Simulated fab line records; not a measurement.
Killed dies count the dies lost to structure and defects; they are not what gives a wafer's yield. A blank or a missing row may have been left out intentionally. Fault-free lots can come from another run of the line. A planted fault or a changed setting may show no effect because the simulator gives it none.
8D (eight disciplines) problem report, filled in by code / flow n5 finfet / the parts of the form that need people (team, actions taken, sign-off) are left out

## 1. WHAT WENT WRONG
Across 2 wafers from 2 lots, M11_ILD_THK at N5_BEOL_M11_THK_MEAS_01 averages 307 nm, while fault-free wafers read 268 nm with a standard deviation of 3.5. Measured from the usual mean, that is +11 standard deviations.
Earliest sighting: wafer L619.3 on film metro-02 at day 14 06:14. The record has a number at this step for 32 wafers belonging to 11 lots. Rule for "out", or "out of limits": more than 4 standard deviations from the usual mean. The rest of the wafers with a number are treated as sound.

## 2. WHAT THIS IS AND IS NOT
question=which readings at this step | is=M11_ILD_THK | is not=-
question=which lots | is=L619, L621 | is not=L606, L610, L611, L612, L613, L616, L617, L623, L628
question=which wafers of those lots | is=L619.3, L621.2 | is not=L619.1, L621.1, L621.6
question=read on which gauges | is=film metro-02 | is not=film metro-01
question=when | is=from day 14 06:14 | is not=up to then (22 sound wafers); but 8 sound wafers of L621, L623, L628 came after

## 3. WHAT RULES OUT EACH SUSPECT
Counting: any tool at a process step up to the reading remains a suspect provided it ran every lot that is out. Sound lots after the first of them don't rule it out here, since some wafers of a struck lot are sound.
- the gauge at N5_BEOL_M11_THK_MEAS_01 has been ruled out. All the wafers that are out were read on film metro-02, but those of them that N5_BEOL_M11_ILD_DEP_00 has rows for are out there too, on other tools.
- pvd sputter-02 at N5_BEOL_M10_PRE_CLEAN_45 (time 30 s): kept. Every lot that is out went through it, the first being L619 (day 14 03:34); the last sound lot it ran before that was L616 (day 13 00:05).
- pecvd-03 at N5_BEOL_M11_ILD_DEP_00 (deposits SiCOH lowk from DEMS/porogen, target thk 308.51 nm, time 58 s): kept. Every lot that is out went through it, the first being L619 (day 14 05:38); the last sound lot it ran before that was L616 (day 13 01:48). On those wafers its own readings are out: run length s.
The count leaves pecvd-03 at N5_BEOL_M11_ILD_DEP_00 and pvd sputter-02 at N5_BEOL_M10_PRE_CLEAN_45.

## 4. THE CAUSE (what the simulator had put in)
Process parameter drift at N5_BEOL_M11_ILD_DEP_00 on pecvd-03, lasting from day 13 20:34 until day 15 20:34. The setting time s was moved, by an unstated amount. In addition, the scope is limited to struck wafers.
This tool is one of the 2 suspects left after counting.

## 5. THE CHAIN OF EFFECTS, in route order
One row per reading whose mean, taken over the struck wafers that have a number, lies over 3 standard deviations from the usual. Readings are gone through only where the record gives a usual standard deviation; hours: the median, over the lots, of the time from a lot's start at the first step in this table giving one to that lot's start at this step; sigmas: the change measured in usual standard deviations.
hours=0; step=N5_BEOL_M11_ILD_DEP_00; reading=run length s; usual=101.0 s; on struck wafers=109.4; change=+8.4; sigmas=+16
hours=1; step=N5_BEOL_M11_THK_MEAS_01; reading=M11_ILD_THK; usual=268 nm; on struck wafers=307; change=+39; sigmas=+11
Its process steps:
- N5_BEOL_M11_ILD_DEP_00: deposits SiCOH lowk from DEMS/porogen, target thk 308.51 nm, time 58 s.

## 6. WHAT WOULD HAVE CAUGHT IT SOONER
The first out-of-limits reading at a measuring or inspecting step in this record came at day 14 06:14, 10 hours after the fault's start at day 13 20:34.
At N5_BEOL_M11_ILD_DEP_00, the tool's own readings (run length s) were out on each struck wafer the step has a row for, so an alarm limit on them would have fired on the first such wafer.
Among the 2 lots that are out, L621 began N5_BEOL_M11_ILD_DEP_00 on pecvd-03 after day 14 06:14. Had the tool been put on hold then, it would have been spared.
